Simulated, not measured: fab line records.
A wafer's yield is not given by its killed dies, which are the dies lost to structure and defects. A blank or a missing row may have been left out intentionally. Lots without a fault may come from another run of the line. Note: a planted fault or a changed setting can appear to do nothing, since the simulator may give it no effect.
Chamber matching | flow n5_finfet | N5_FIN_SAQP_MANDREL2_REMOVE_60 on rie_si-05 has 4 sister chambers
The step chemistry HBr/Cl2/O2, target a-Si, stops on SiNx, bt time 10 s. 14 wafers are shown with their chamber, then 7 later ones without.

== WAFERS, EACH WITH ITS CHAMBER ==
wafer  | chamber | drypump_motor_current_A (A) | throttle_valve_pct (%) | oes_product_au (a.u.)
L074.2 | 0       | 5.8                         | 35.9                   | 0.996
L074.5 | 2       | 5.5                         | 36.5                   | 1.019
L074.6 | 3       | 5.1                         | 36.6                   | 1.028
L077.1 | 3       | 5.1                         | 36.6                   | 1.033
L077.4 | 3       | 5.1                         | 36.7                   | 1.026
L077.5 | 1       | 5.1                         | 36.3                   | 0.991
L079.1 | 1       | 5.1                         | 36.3                   | 0.998
L079.2 | 2       | 5.5                         | 36.5                   | 1.027
L079.3 | 3       | 5.1                         | 36.6                   | 1.036
L079.4 | 1       | 5.0                         | 36.4                   | 0.996
L079.5 | 3       | 5.1                         | 36.7                   | 1.035
L079.6 | 2       | 5.5                         | 36.5                   | 1.020
L087.1 | 1       | 5.1                         | 36.3                   | 1.000
L087.4 | 3       | 5.1                         | 36.6                   | 1.027

SIGNATURES (means of the wafers above)
reading                 | chamber 0 | chamber 1 | chamber 2 | chamber 3 | scatter within a chamber
drypump_motor_current_A | 5.800     | 5.075     | 5.500     | 5.100     | 0.0274
throttle_valve_pct      | 35.900    | 36.325    | 36.500    | 36.633    | 0.0456
oes_product_au          | 0.99600   | 0.99625   | 1.02200   | 1.03083   | 0.00421
Rule: a wafer lies at a distance from a chamber equal to the root of the sum of squares, over the readings, of (its reading less the chamber's mean, divided by the reading's scatter). If the next closest chamber is less than 2 further off than the closest, the wafer can't be placed; otherwise it belongs to the closest. How the scatter is found: for the shown wafers, subtract from each reading the mean of its chamber, square and add these, divide the total by (wafers less chambers), then take the root.

== WAFERS WHOSE CHAMBER IS MISSING ==
wafer  | drypump_motor_current_A (A) | throttle_valve_pct (%) | oes_product_au (a.u.)
L087.6 | 5.1                         | 36.4                   | 1.014
L094.1 | 5.8                         | 35.9                   | 1.022
L094.4 | 5.6                         | 36.5                   | 1.024
L094.5 | 5.8                         | 35.9                   | 1.013
L095.1 | 5.8                         | 35.9                   | 1.000
L095.3 | 5.6                         | 36.5                   | 1.020
L095.6 | 5.6                         | 36.5                   | 1.018

== THE CHAMBER EACH PASSED THROUGH ==
wafer  | from the rows above     | in truth
L087.6 | can't be placed: 1 or 3 | 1
L094.1 | 0                       | 0
L094.4 | 2                       | 2
L094.5 | 0                       | 0
L095.1 | 0                       | 0
L095.3 | 2                       | 2
L095.6 | 2                       | 2
Correct placement for 6 of the 7. Cannot be placed on the basis of these rows: 1; the candidates contain the true chamber in 1. Number placed wrongly: 0.
